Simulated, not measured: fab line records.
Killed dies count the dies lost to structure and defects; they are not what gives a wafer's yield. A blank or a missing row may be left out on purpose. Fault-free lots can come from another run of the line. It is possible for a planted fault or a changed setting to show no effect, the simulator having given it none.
fab line records | flow n5-finfet
record lots=7 | wafers=21 | last-day=17
route steps=1938 shown BEOL_M11@1597 BEOL_M12@1602 PASSIVATION@1936
lots untouched by any fault: they come from a run of this same line in which no faults occurred
start-h: hours from the record's opening day to when the first of the lot's shown wafers began | wait-h: hours elapsed since this lot's preceding step | " same as the row above | L1.1+2: one row covering several wafers at once | - no value, or no start was given | * or withheld: withheld | < > ~ a bound
route shown NAME@n: a module of which the file shows steps, and the number in the route of the first | usual: mean and standard deviation over wafers with no fault | same: alike in all rows | chamber/n: place in a boat | sites: per-site readings | _std_site: their standard deviation | _edge_site: inner sites' mean taken away from outer sites' mean | radius-mm: for every site, how far away it sits from the centre of the wafer | mask NAME#n: copy n | behind: the tool/chamber that last shaped the wafer | hold: reason for holding the lot/hours on hold/outcome of the hold | device: the transistor (n, p or np) that didn't switch | end of line: at the end of the route, the tests of the same wafers | a step given without rows: its recipe and nothing more | killed: the dies lost at the first sort to structure and to defects; this is not the yield of the wafer | map: per-die view of a wafer (x killed, . not killed, _ where there is no die)
set.NAME: the run value of the setting; set.NAME@STEP: its run value at that earlier step | model.NAME: the simulator's own value behind a step, which no gauge read
certain route steps with their lots: each step a table, each wafer a row
services: when a tool's chamber went out of use (start-h, in hours from the record's first day, below 0 if earlier), for how many hours, and the reason
## steps
# step N5_BEOL_M11_THK_MEAS_53
# recipe thk-meas-gauge=xrf | reads=Cu_of_BEOL_M11_ECD_50
# usual M11_THK=139/3.4
lot.wafer | tool          | chamber | start-h | wait-h | M11_THK[nm]
L394.3    | film-metro-02 | -       | 235.18  | -      | 137
L394.5    | "             | -       | "       | "      | 135
L394.6    | "             | -       | "       | "      | 138
L393.1    | film-metro-02 | -       | 237.98  | -      | 137
L393.2    | "             | -       | "       | "      | 137
L393.5    | "             | -       | "       | "      | 137
L406.2    | film-metro-02 | -       | 317.78  | -      | 147
L406.4    | "             | -       | "       | "      | 138
L406.5    | "             | -       | "       | "      | 146
L409.1    | film-metro-01 | -       | 328.28  | -      | 139
L409.4    | "             | -       | "       | "      | 141
L409.6    | "             | -       | "       | "      | 138
L410.1    | film-metro-02 | -       | 334.88  | -      | 145
L410.3    | "             | -       | "       | "      | 139
L410.6    | "             | -       | "       | "      | 139
L413.2    | film-metro-01 | -       | 356.23  | -      | 138
L413.4    | "             | -       | "       | "      | 138
L413.6    | "             | -       | "       | "      | 145
L415.1    | film-metro-02 | -       | 368.06  | -      | 142
L415.5    | "             | -       | "       | "      | 135
L415.6    | "             | -       | "       | "      | 143
# step N5_BEOL_M11_PRE_CLEAN_55
# recipe gas=NH3 | time-s=15 | temp-c=withheld | rf-power-w=300
# step N5_BEOL_M11_DEP_56
# recipe material=SiCN | target-thk-a=300 | temp-c=withheld | precursor=3MS/NH3 | pressure-torr=3 | rf-w=675 | time-s=10.5
# usual showerhead-plenum-p-Torr=4.152/0.022 | throttle-valve-pct=18.8/1.1
lot.wafer | tool     | chamber | start-h | wait-h | showerhead-plenum-p-Torr | throttle-valve-pct
L394.3    | pecvd-01 | 2       | 235.25  | 0.0    | 4.158                    | 17.7
L394.5    | "        | 2       | "       | "      | 4.156                    | 17.6
L394.6    | "        | 0       | "       | "      | 4.124                    | 17.7
L393.1    | pecvd-04 | 2       | 238.04  | 0.0    | 4.123                    | 17.4
L393.2    | "        | 0       | "       | "      | 4.157                    | 18.8
L393.5    | "        | 0       | "       | "      | 4.158                    | 19.0
L406.2    | pecvd-01 | 0       | 317.84  | 0.0    | 4.136                    | 17.7
L406.4    | "        | 0       | "       | "      | 4.131                    | 18.0
L406.5    | "        | 2       | "       | "      | 4.159                    | 18.0
L409.1    | pecvd-02 | 1       | 328.35  | 0.0    | 4.161                    | 18.5
L409.4    | "        | 2       | "       | "      | 4.151                    | 17.9
L409.6    | "        | 0       | "       | "      | 4.139                    | 19.8
L410.1    | pecvd-01 | 2       | 334.95  | 0.0    | 4.161                    | 18.3
L410.3    | "        | 1       | "       | "      | 4.202                    | 21.1
L410.6    | "        | 1       | "       | "      | 4.197                    | 20.9
L413.2    | pecvd-01 | 0       | 356.29  | 0.0    | 4.134                    | 18.3
L413.4    | "        | 0       | "       | "      | 4.124                    | 18.1
L413.6    | "        | 1       | "       | "      | 4.204                    | 20.9
L415.1    | pecvd-02 | 2       | 368.12  | 0.0    | 4.147                    | 18.0
L415.5    | "        | 1       | "       | "      | 4.159                    | 18.5
L415.6    | "        | 2       | "       | "      | 4.141                    | 18.2
# step N5_BEOL_M11_RS_MEAS_57
# recipe thk-meas-gauge=four-point-probe | reads=Cu_of_BEOL_M11_ECD_50+Co_of_BEOL_M11_CVD_75+TaN_of_BEOL_M11_ALD_74
# usual M11_RS=0.153/0.0042
lot.wafer | tool          | chamber | start-h | wait-h | M11_RS[ohm/sq]
L394.3    | film-metro-01 | -       | 235.31  | 0.0    | 0.154
L394.5    | "             | -       | "       | "      | 0.157
L394.6    | "             | -       | "       | "      | 0.154
L393.1    | film-metro-01 | -       | 238.11  | 0.0    | 0.157
L393.2    | "             | -       | "       | "      | 0.155
L393.5    | "             | -       | "       | "      | 0.157
L406.2    | film-metro-02 | -       | 317.91  | 0.0    | 0.144
L406.4    | "             | -       | "       | "      | 0.155
L406.5    | "             | -       | "       | "      | 0.144
L409.1    | film-metro-01 | -       | 328.41  | 0.0    | 0.152
L409.4    | "             | -       | "       | "      | 0.151
L409.6    | "             | -       | "       | "      | 0.153
L410.1    | film-metro-01 | -       | 335.01  | 0.0    | 0.145
L410.3    | "             | -       | "       | "      | 0.151
L410.6    | "             | -       | "       | "      | 0.153
L413.2    | film-metro-02 | -       | 356.35  | 0.0    | 0.154
L413.4    | "             | -       | "       | "      | 0.155
L413.6    | "             | -       | "       | "      | 0.146
L415.1    | film-metro-01 | -       | 368.18  | 0.0    | 0.151
L415.5    | "             | -       | "       | "      | 0.159
L415.6    | "             | -       | "       | "      | 0.149
# step N5_BEOL_M11_INSPECT_58
# recipe inspect-instrument=darkfield | mode=post-dep
# usual raw-defect-count=70/23
lot.wafer | tool              | chamber | start-h | wait-h | raw-defect-count
L394.3    | defect-inspect-02 | -       | 235.34  | 0.0    | 98
L394.5    | "                 | -       | "       | "      | 81
L394.6    | "                 | -       | "       | "      | 100
L393.1    | defect-inspect-02 | -       | 238.13  | 0.0    | 58
L393.2    | "                 | -       | "       | "      | 77
L393.5    | "                 | -       | "       | "      | 62
L406.2    | defect-inspect-02 | -       | 317.93  | 0.0    | 63
L406.4    | "                 | -       | "       | "      | 84
L406.5    | "                 | -       | "       | "      | 56
L409.1    | defect-inspect-01 | -       | 328.44  | 0.0    | 61
L409.4    | "                 | -       | "       | "      | 77
L409.6    | "                 | -       | "       | "      | 58
L410.1    | defect-inspect-02 | -       | 335.03  | 0.0    | 58
L410.3    | "                 | -       | "       | "      | 54
L410.6    | "                 | -       | "       | "      | 92
L413.2    | defect-inspect-01 | -       | 356.38  | 0.0    | 117
L413.4    | "                 | -       | "       | "      | 113
L413.6    | "                 | -       | "       | "      | 104
L415.1    | defect-inspect-01 | -       | 368.21  | 0.0    | 73
L415.5    | "                 | -       | "       | "      | 72
L415.6    | "                 | -       | "       | "      | 71
# step N5_BEOL_M12_ILD_DEP_00
# recipe material=SiOC | target-thk-a=6589.2 | temp-c=350 | precursor=DEMS/O2 | pressure-torr=5 | rf-w=500 | time-s=130.7
# usual heater-power-w=483/70 | showerhead-plenum-p-Torr=5.690/0.011 | throttle-valve-pct=12.3/0.59
lot.wafer | tool     | chamber | start-h | wait-h | heater-power-w | showerhead-plenum-p-Torr | throttle-valve-pct
L394.3    | pecvd-03 | 2       | 235.37  | 0.0    | 416            | 5.694                    | 11.4
L394.5    | "        | 2       | "       | "      | 324            | 5.703                    | 11.3
L394.6    | "        | 1       | "       | "      | 493            | 5.699                    | 12.6
L393.1    | pecvd-02 | 1       | 238.17  | 0.0    | 523            | 5.692                    | 12.2
L393.2    | "        | 0       | "       | "      | 464            | 5.697                    | 12.9
L393.5    | "        | 1       | "       | "      | 541            | 5.696                    | 12.3
L406.2    | pecvd-04 | 2       | 317.97  | 0.0    | 435            | 5.684                    | 11.8
L406.4    | "        | 1       | "       | "      | 523            | 5.679                    | 13.3
L406.5    | "        | 0       | "       | "      | 359            | 5.690                    | 12.6
L409.1    | pecvd-04 | 0       | 328.47  | 0.0    | 432            | 5.698                    | 12.7
L409.4    | "        | 0       | "       | "      | 450            | 5.680                    | 12.6
L409.6    | "        | 1       | "       | "      | 480            | 5.687                    | 13.3
L410.1    | pecvd-02 | 0       | 335.07  | 0.0    | 549            | 5.683                    | 13.0
L410.3    | "        | 1       | "       | "      | 526            | 5.697                    | 12.4
L410.6    | "        | 2       | "       | "      | 577            | 5.692                    | 11.8
L413.2    | pecvd-02 | 1       | 356.42  | 0.0    | 510            | 5.709                    | 12.2
L413.4    | "        | 2       | "       | "      | 622            | 5.697                    | 11.6
L413.6    | "        | 0       | "       | "      | 560            | 5.697                    | 13.0
L415.1    | pecvd-02 | 0       | 368.25  | 0.0    | 573            | 5.692                    | 12.8
L415.5    | "        | 0       | "       | "      | 460            | 5.691                    | 13.0
L415.6    | "        | 1       | "       | "      | 497            | 5.700                    | 12.1
# step N5_BEOL_M12_THK_MEAS_01
# recipe reads=SiOC_of_BEOL_M12_ILD_DEP_00
# usual M12_ILD_THK=657/9.7
lot.wafer | tool          | chamber | start-h | wait-h | M12_ILD_THK[nm]
L394.3    | film-metro-02 | -       | 235.50  | 0.1    | 663
L394.5    | "             | -       | "       | "      | 674
L394.6    | "             | -       | "       | "      | 668
L393.1    | film-metro-02 | -       | 238.30  | 0.1    | 658
L393.2    | "             | -       | "       | "      | 656
L393.5    | "             | -       | "       | "      | 670
L406.2    | film-metro-01 | -       | 318.10  | 0.1    | 647
L406.4    | "             | -       | "       | "      | 654
L406.5    | "             | -       | "       | "      | 657
L409.1    | film-metro-01 | -       | 328.60  | 0.1    | 659
L409.4    | "             | -       | "       | "      | 665
L409.6    | "             | -       | "       | "      | 652
L410.1    | film-metro-02 | -       | 335.20  | 0.1    | 648
L410.3    | "             | -       | "       | "      | 655
L410.6    | "             | -       | "       | "      | 664
L413.2    | film-metro-01 | -       | 356.55  | 0.1    | 658
L413.4    | "             | -       | "       | "      | 666
L413.6    | "             | -       | "       | "      | 659
L415.1    | film-metro-02 | -       | 368.39  | 0.1    | 645
L415.5    | "             | -       | "       | "      | 666
L415.6    | "             | -       | "       | "      | 672
# step N5_BEOL_M12_COAT_58
# recipe resist=BARC | temp-c=205 | time-s=60 | spin-rpm=1500 | resist-thk-nm=89
# step N5_BEOL_M12_COAT_04
# recipe spin-rpm=1625 | resist-thk-nm=400
# step N5_BEOL_M12_EBR_06
# recipe solvent=PGMEA | ebr-width-mm=1.5
# step N5_BEOL_M12_SOFTBAKE_05
# recipe temp-c=130 | time-s=60
# step N5_BEOL_M12_EXPOSE_07
# recipe mask-id=V11 | na=0.93 | source-shape=conventional | sigma-outer=0.6 | polarization=unpolarized | attpsm-phase-deg=180 | dose-mj=32.5
# step N5_BEOL_M12_PEB_08
# recipe peb-temp-c=130 | peb-time-s=90
# usual heater-power-total-W=172.5/0.76 | plate-temp-C=130.00/0.15
lot.wafer | tool           | chamber | start-h | wait-h | heater-power-total-W | plate-temp-C
L394.3    | litho-track-02 | 0       | 235.69  | 0.0    | 173.1                | 129.84
L394.5    | "              | 0       | "       | "      | 171.8                | 129.70
L394.6    | "              | 0       | "       | "      | 173.0                | 129.81
L393.1    | litho-track-01 | 0       | 238.49  | 0.1    | 171.2                | 130.11
L393.2    | "              | 0       | "       | "      | 173.1                | 130.17
L393.5    | "              | 0       | "       | "      | 173.2                | 130.16
L406.2    | litho-track-02 | 0       | 318.29  | 0.0    | 174.9                | 132.36
L406.4    | "              | 0       | "       | "      | 174.9                | 132.33
L406.5    | "              | 0       | "       | "      | 176.3                | 132.51
L409.1    | litho-track-01 | 0       | 328.79  | 0.1    | 170.8                | 130.21
L409.4    | "              | 0       | "       | "      | 171.9                | 130.11
L409.6    | "              | 0       | "       | "      | 172.4                | 130.07
L410.1    | litho-track-02 | 0       | 335.39  | 0.1    | 176.2                | 132.48
L410.3    | "              | 0       | "       | "      | 176.9                | 132.48
L410.6    | "              | 0       | "       | "      | 177.1                | 132.64
L413.2    | litho-track-02 | 0       | 356.74  | 0.0    | 175.2                | 132.55
L413.4    | "              | 0       | "       | "      | 176.6                | 132.43
L413.6    | "              | 0       | "       | "      | 176.5                | 132.48
L415.1    | litho-track-01 | 0       | 368.70  | 0.1    | 172.4                | 130.20
L415.5    | "              | 0       | "       | "      | 172.3                | 130.35
L415.6    | "              | 0       | "       | "      | 174.0                | 130.35
# step N5_BEOL_M12_DEVELOP_09
# recipe develop-time-s=45 | rinse-liquid=diw | dry=air-spin | dev-temp-c=21
# step N5_PASSIVATION_PROBE_49
# usual defect-limited-yield=91.4/1.6 | killed_at_M0_to_M3=31/11 | killed_at_M4_up=14/5.7 | killed-at-contacts=12/6 | killed-at-front-end=41/13 | killed-at-other=3.3/2.8 | killed-dies=101/19 | killed-open=67/14 | killed-short=33/8.2 | sort_bin_5_function=5.0/1.1 | sort_bin_6_memory=3.3/0.74 | sort_bin_8_speed=0.0/0.36 | sort-n-pass=1078/20 | sort-yield-pct=91.3/1.7
# same gross-dies=1180 | killed-at-back-side=0 | sort_bin_4_leakage[%]=0
lot.wafer | tool      | chamber | start-h | wait-h | defect-limited-yield[%] | killed_at_M0_to_M3 | killed_at_M4_up | killed-at-contacts | killed-at-front-end | killed-at-other | killed-dies | killed-open | killed-short | sort_bin_5_function[%] | sort_bin_6_memory[%] | sort_bin_8_speed[%] | sort-n-pass | sort-yield-pct[%]
L394.3    | prober-02 | -       | 272.14  | 0.1    | 89.9                    | 40                 | 12              | 14                 | 44                  | 9               | 119         | 70          | 46           | 5.8                    | 4.0                  | 0                   | 1061        | 89.9
L394.5    | prober-02 | -       | 272.24  | 0.2    | 91.3                    | 39                 | 12              | 11                 | 38                  | 3               | 103         | 60          | 41           | 5.3                    | 3.3                  | 0                   | 1077        | 91.3
L394.6    | prober-02 | -       | 272.29  | 0.3    | 92.1                    | 28                 | 5               | 7                  | 49                  | 4               | 93          | 59          | 31           | 5.3                    | 2.5                  | 0                   | 1087        | 92.1
L393.1    | prober-02 | -       | 278.19  | 0.0    | 91.4                    | 31                 | 13              | 7                  | 48                  | 3               | 102         | 57          | 42           | 5.3                    | 3.1                  | 0                   | 1078        | 91.4
L393.2    | prober-02 | -       | 278.24  | 0.1    | 91.4                    | 41                 | 9               | 9                  | 41                  | 2               | 102         | 62          | 30           | 4.3                    | 3.4                  | 0.1                 | 1078        | 91.4
L393.5    | prober-02 | -       | 278.39  | 0.2    | 91.1                    | 27                 | 18              | 7                  | 47                  | 6               | 105         | 68          | 36           | 5.3                    | 3.3                  | 0                   | 1075        | 91.1
L406.4    | prober-02 | -       | 360.41  | 0.2    | 90.8                    | 24                 | 27              | 10                 | 37                  | 10              | 108         | 67          | 39           | 4.8                    | 4.0                  | 0                   | 1072        | 90.8
L410.1    | prober-02 | -       | 371.67  | 0.0    | 92.5                    | 30                 | 7               | 17                 | 31                  | 3               | 88          | 68          | 17           | 4.1                    | 3.1                  | 0                   | 1092        | 92.5
L410.3    | prober-02 | -       | 371.77  | 0.1    | 92.6                    | 33                 | 16              | 15                 | 23                  | 0               | 87          | 60          | 24           | 5.3                    | 1.7                  | 0                   | 1093        | 92.6
L410.6    | prober-02 | -       | 371.92  | 0.3    | 92.0                    | 36                 | 13              | 12                 | 32                  | 1               | 94          | 58          | 29           | 4.2                    | 3.0                  | 0                   | 1086        | 92.0
L413.2    | prober-01 | -       | 394.67  | 0.1    | 91.4                    | 27                 | 19              | 14                 | 38                  | 3               | 101         | 71          | 30           | 4.3                    | 4.0                  | 0                   | 1079        | 91.4
L413.4    | prober-01 | -       | 394.77  | 0.2    | 89.7                    | 29                 | 20              | 24                 | 49                  | 0               | 122         | 82          | 39           | 5.8                    | 4.4                  | 0                   | 1058        | 89.7
L413.6    | prober-01 | -       | 394.87  | 0.3    | 90.8                    | 21                 | 21              | 16                 | 51                  | 0               | 109         | 72          | 37           | 5.5                    | 3.2                  | 0                   | 1071        | 90.8
# killed by level:class
L394.3 MOL_CONTACT_COAG:geometric-particle:open=11 BEOL_M0_SAQP:geometric-particle:short=10 BEOL_M2:geometric-particle:open=10 FIN_SAQP:geometric-particle:open=9 FIN_SAQP:geometric-particle:short=9 BEOL_M1:geometric-particle:open=6 BEOL_M5:geometric-particle:open=5 GATE_CUT:geometric-particle:short=4
L394.5 BEOL_M2:geometric-particle:open=14 FIN_SAQP:geometric-particle:short=9 MOL_CONTACT_COAG:geometric-particle:open=8 FIN_SAQP:geometric-particle:open=6 BEOL_M0_SAQP:geometric-particle:short=6 BEOL_M4:geometric-particle:open=6 BEOL_M0:geometric-particle:short=5 BEOL_M2:geometric-particle:short=5
L394.6 FIN_SAQP:geometric-particle:open=13 FIN_SAQP:geometric-particle:short=10 BEOL_M2:geometric-particle:open=9 BEOL_M0:geometric-particle:open=7 GATE_CUT:geometric-particle:short=6 DUMMY_GATE:geometric-particle:open=5 MOL_CONTACT_COAG:geometric-particle:open=5 BEOL_M1:geometric-particle:open=4
L393.1 STI_FIN_REVEAL:geometric-particle:open=11 GATE_CUT:geometric-particle:short=10 BEOL_M0:geometric-particle:short=9 BEOL_M4:geometric-particle:open=9 BEOL_M3:geometric-particle:open=8 MOL_CONTACT_COAG:geometric-particle:open=6 FIN_SAQP:geometric-particle:open=4 STI_FIN_REVEAL:geometric-particle:short=4
L393.2 STI_FIN_REVEAL:geometric-particle:open=17 BEOL_M0_SAQP:geometric-particle:short=12 BEOL_M0_SAQP:geometric-particle:open=12 MOL_CONTACT_COAG:geometric-particle:open=8 HKMG_FIN:area-etch=6 BEOL_M0:geometric-particle:short=5 BEOL_M0:geometric-particle:open=4 BEOL_M4:geometric-particle:open=4
L393.5 FIN_SAQP:geometric-particle:open=12 STI_FIN_REVEAL:geometric-particle:open=12 BEOL_M0_SAQP:geometric-particle:short=8 BEOL_M0_SAQP:geometric-particle:open=8 BEOL_M4:geometric-particle:open=7 MOL_CONTACT_COAG:geometric-particle:open=6 BEOL_M3:geometric-particle:open=5 GATE_CUT:geometric-particle:open=4
L406.4 BEOL_M4:geometric-particle:open=11 MOL_CONTACT_COAG:geometric-particle:open=9 BEOL_M0_SAQP:geometric-particle:short=7 FIN_SAQP:geometric-particle:open=6 SPACER0:geometric-particle:open=5 BEOL_M4:geometric-particle:short=5 DUMMY_GATE:geometric-particle:open=4 BEOL_M2:geometric-particle:short=4
L410.1 MOL_CONTACT_COAG:geometric-particle:open=13 FIN_SAQP:geometric-particle:open=11 BEOL_M3:geometric-particle:open=10 BEOL_M1:geometric-particle:open=6 BEOL_M2:geometric-particle:open=6 MOL_CONTACT_COAG:geometric-particle:short=4 BEOL_M1:geometric-particle:short=4 STI_FIN_REVEAL:geometric-particle:open=3
L410.3 MOL_CONTACT_COAG:geometric-particle:open=11 BEOL_M3:geometric-particle:open=9 BEOL_M2:geometric-particle:open=6 BEOL_M0_SAQP:geometric-particle:short=5 BEOL_M4:geometric-particle:open=5 DUMMY_GATE:geometric-particle:open=4 MOL_CONTACT_COAG:geometric-particle:short=4 BEOL_M1:geometric-particle:open=4
L410.6 BEOL_M0_SAQP:geometric-particle:open=11 BEOL_M0_SAQP:geometric-particle:short=11 STI_FIN_REVEAL:geometric-particle:open=8 MOL_CONTACT_COAG:geometric-particle:open=7 HKMG_FIN:area-etch=6 MOL_CONTACT_COAG:geometric-particle:short=5 BEOL_M1:geometric-particle:open=5 DUMMY_GATE:geometric-particle:open=4
L413.2 FIN_SAQP:geometric-particle:open=14 MOL_CONTACT_COAG:geometric-particle:open=13 FIN_SAQP:geometric-particle:short=9 BEOL_M0_SAQP:geometric-particle:open=8 BEOL_M4:geometric-particle:open=8 DUMMY_GATE:geometric-particle:open=7 BEOL_M0_SAQP:geometric-particle:short=7 BEOL_M2:geometric-particle:open=4
L413.4 STI_FIN_REVEAL:geometric-particle:open=20 MOL_CONTACT_COAG:geometric-particle:open=20 FIN_SAQP:geometric-particle:short=12 BEOL_M4:geometric-particle:open=6 BEOL_M0_SAQP:geometric-particle:short=6 BEOL_M2:geometric-particle:open=5 MOL_CONTACT_COAG:geometric-particle:short=4 BEOL_M0_SAQP:geometric-particle:open=4
L413.6 MOL_CONTACT_COAG:geometric-particle:open=16 STI_FIN_REVEAL:geometric-particle:open=15 FIN_SAQP:geometric-particle:short=11 BEOL_M4:geometric-particle:open=11 FIN_SAQP:geometric-particle:open=7 STI_FIN_REVEAL:geometric-particle:short=6 BEOL_M0_SAQP:geometric-particle:open=6 BEOL_M4:geometric-particle:short=6
## services
tool           | chamber | start-h | hours | kind
pecvd-02       | -       | 212.28  | 0.4   | repair
pecvd-02       | 0       | 214.62  | 2.1   | scheduled-down
litho-track-02 | -       | 233.31  | -     | consumable-replace:filter
pecvd-02       | 2       | 241.55  | 5.5   | scheduled-down
pecvd-02       | -       | 245.19  | 5.5   | pm
pecvd-02       | 2       | 255.88  | 2.1   | scheduled-down
pecvd-01       | 2       | 266.03  | 5.0   | scheduled-down
pecvd-04       | 2       | 287.88  | 2.1   | scheduled-down
pecvd-02       | 1       | 289.42  | 5.5   | scheduled-down
litho-track-01 | -       | 291.00  | -     | consumable-replace:filter
pecvd-02       | 2       | 292.67  | 13.2  | repair
pecvd-01       | 0       | 296.42  | 5.3   | repair
pecvd-04       | -       | 335.80  | 28.1  | pm
pecvd-02       | 2       | 344.81  | 3.0   | repair
## key
first-sign step=N5_BEOL_M12_PEB_08 | reading=plate-temp-C | direction=up | sigmas=16 | usual=* | struck=*
effect step=N5_BEOL_M12_PEB_08 | reading=heater-power-total-W | direction=up | sigmas=4.7 | usual=* | struck=*
met-at N5_BEOL_M12_PEB_08
struck-wafers L406.2,L406.4,L406.5,L410.1,L410.3,L410.6,L413.2,L413.4,L413.6
loop-trim step=N5_BEOL_M12_EXPOSE_07 | setting=dose | lots=L410,L413
onset-between 235.69 318.29
fault kind=process-parameter-drift | tool=litho-track-02 | chamber=- | onset-h=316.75 | steps=N5_BEOL_M12_PEB_08 | channel=peb-temp-c | offset=* | shape=step | end-h=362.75 | acts-in=* | stated=*
# loop-trim: a control loop set the setting to another value than it would have without faults
